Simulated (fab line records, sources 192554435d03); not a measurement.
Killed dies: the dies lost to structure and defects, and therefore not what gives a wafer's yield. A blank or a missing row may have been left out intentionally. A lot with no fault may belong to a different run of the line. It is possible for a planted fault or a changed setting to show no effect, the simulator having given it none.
Lot-split experiment | flow n5-finfet | on a route of 1938 steps: 7 lots, 21 wafers read

== THE SPLIT ITSELF ==
At N5_BEOL_M7_TRENCH_ETCH_37 (etches SiCOH lowk in C4F6/O2, target depth 93.478 nm, time 31.2 s), the setting source-w was moved away from the recipe's 345 W on 5 of the 21 wafers read, by -16.7% to +11.9%. This setting was run at the recipe's value on the other wafers.

== FROM THE SPLIT TO THE READING: what the file shows between them, 11 steps ==
- N5_BEOL_M7_ETCH_41: etches SiCN in CH3F/O2, target depth 31.9 nm, time 57.8 s
- N5_BEOL_M7_STRIP_80: strips in N2/H2, time 10 s
- N5_BEOL_M7_OCD_MEAS_38
- N5_BEOL_M7_HM_STRIP_39: strips TiN in peroxide tin strip, target depth 25 nm, time 158 s
- N5_BEOL_M7_SRD_40: time 30 s
- N5_BEOL_M7_ECD_50: material Cu, target thk 300 nm
- N5_BEOL_M7_ANNEAL_51: time 90 s
- N5_BEOL_M7_CMP_52: polishes, stops on SiCOH lowk, t overpolish 6.9 s, target thk 80 nm
- N5_BEOL_M7_THK_MEAS_53: measures by xrf
- N5_BEOL_M7_PRE_CLEAN_55: time 15 s
- N5_BEOL_M7_DEP_56: deposits SiCN from 3MS/NH3, target thk 10 nm, time 17.5 s

== THE READING ==
Measured at N5_BEOL_M7_RS_MEAS_57 by four-point probe: M7_RS, in ohm/sq. Fault-free wafers of this fab line usually give 0.289 ohm/sq, standard deviation 0.011 ohm/sq.

wafer  | tool, chamber at the split | source-w as run, W | against the recipe | M7_RS, ohm/sq | against lot-mates on the recipe
L081.2 | rie-diel-05, 3             | 287.5              | -16.7%             | 0.330         | +0.036
L081.4 | rie-diel-05, 2             | 345                | recipe             | 0.299         | -
L081.6 | rie-diel-05, 2             | 345                | recipe             | 0.289         | -
L082.4 | rie-diel-05, 1             | 290.4              | -15.8%             | 0.311         | +0.036
L082.5 | rie-diel-05, 1             | 290.4              | -15.8%             | 0.312         | +0.037
L082.6 | rie-diel-05, 2             | 345                | recipe             | 0.275         | -
L085.2 | rie-diel-05, 0             | 345                | recipe             | 0.295         | -
L085.3 | rie-diel-05, 1             | 345                | recipe             | 0.301         | -
L085.4 | rie-diel-05, 3             | 345                | recipe             | 0.312         | -
L086.1 | rie-diel-04, 2             | 345                | recipe             | 0.281         | -
L086.3 | rie-diel-04, 1             | 345                | recipe             | 0.283         | -
L086.5 | rie-diel-04, 0             | 345                | recipe             | 0.293         | -
L089.4 | rie-diel-05, 2             | 345                | recipe             | 0.288         | -
L089.5 | rie-diel-05, 3             | 321.8              | -6.7%              | 0.318         | +0.027
L089.6 | rie-diel-05, 2             | 345                | recipe             | 0.295         | -
L090.2 | rie-diel-04, 0             | 345                | recipe             | 0.302         | -
L090.3 | rie-diel-04, 1             | 385.9              | +11.9%             | 0.257         | -0.034
L090.4 | rie-diel-04, 2             | 345                | recipe             | 0.281         | -
L097.4 | rie-diel-04, 0             | 345                | recipe             | 0.294         | -
L097.5 | rie-diel-04, 0             | 345                | recipe             | 0.291         | -
L097.6 | rie-diel-04, 3             | 345                | recipe             | 0.285         | -

THE FIT
A straight line over all 21 wafers: M7_RS changes by -0.00196 ohm/sq for each +1% of source-w; r = -0.80; the points scatter about the line by 0.01 ohm/sq.
The same after taking each lot's own level away (the mean of its wafers on the recipe; 21 wafers): -0.00244 ohm/sq for each +1%; r = -0.94; scatter 0.0062 ohm/sq.
That fit puts the effect of the largest move of source-w on the reading at 0.041 ohm/sq.
The lots' own levels span 0.2750 to 0.3027 ohm/sq, that is 2.5 times the standard deviation above.
So the lot-to-lot level blurs the effect unless lot-mates are compared.
Check: +0.0422 ohm/sq against its lot-mates is what the line predicts for one of the wafers moved furthest among these (-16.7%) when that wafer is left out of the fit. Against them it came out at +0.036 ohm/sq.

== THE WHOLE CHAIN: every reading that the file lists as answering this split, in the file's order ==
step                      | what it does                                                        | reading                                                                      | change (the file's fit)               | r (the file's)
N5_BEOL_M7_TRENCH_ETCH_37 | etches SiCOH lowk in C4F6/O2, target depth 93.478 nm, time 31.2 s   | BEOL_M7.feature-depth-nm (the simulator's own value, which no gauge read)    | +0.535 nm for each +1% of the setting | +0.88
N5_BEOL_M7_TRENCH_ETCH_37 | etches SiCOH lowk in C4F6/O2, target depth 93.478 nm, time 31.2 s   | etch.depth-nm (the simulator's own value, which no gauge read)               | +0.534 nm for each +1% of the setting | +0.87
N5_BEOL_M7_OCD_MEAS_38    |                                                                     | trench-depth-nm                                                              | +0.528 nm for each +1% of the setting | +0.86
N5_BEOL_M7_CMP_52         | polishes, stops on SiCOH lowk, t overpolish 6.9 s, target thk 80 nm | Cu_of_BEOL_M7_ECD_50.thk-nm (the simulator's own value, which no gauge read) | +0.551 nm for each +1% of the setting | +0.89
N5_BEOL_M7_THK_MEAS_53    | measures by xrf                                                     | M7_THK                                                                       | +0.553 for each +1% of the setting    | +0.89
N5_BEOL_M7_RS_MEAS_57     | measures by four-point-probe                                        | M7_RS                                                                        | -0.00248 for each +1% of the setting  | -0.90

== FILE'S OWN FIT ==
M7_RS changes by -0.00248 ohm/sq for each +1% of source-w, r = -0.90.
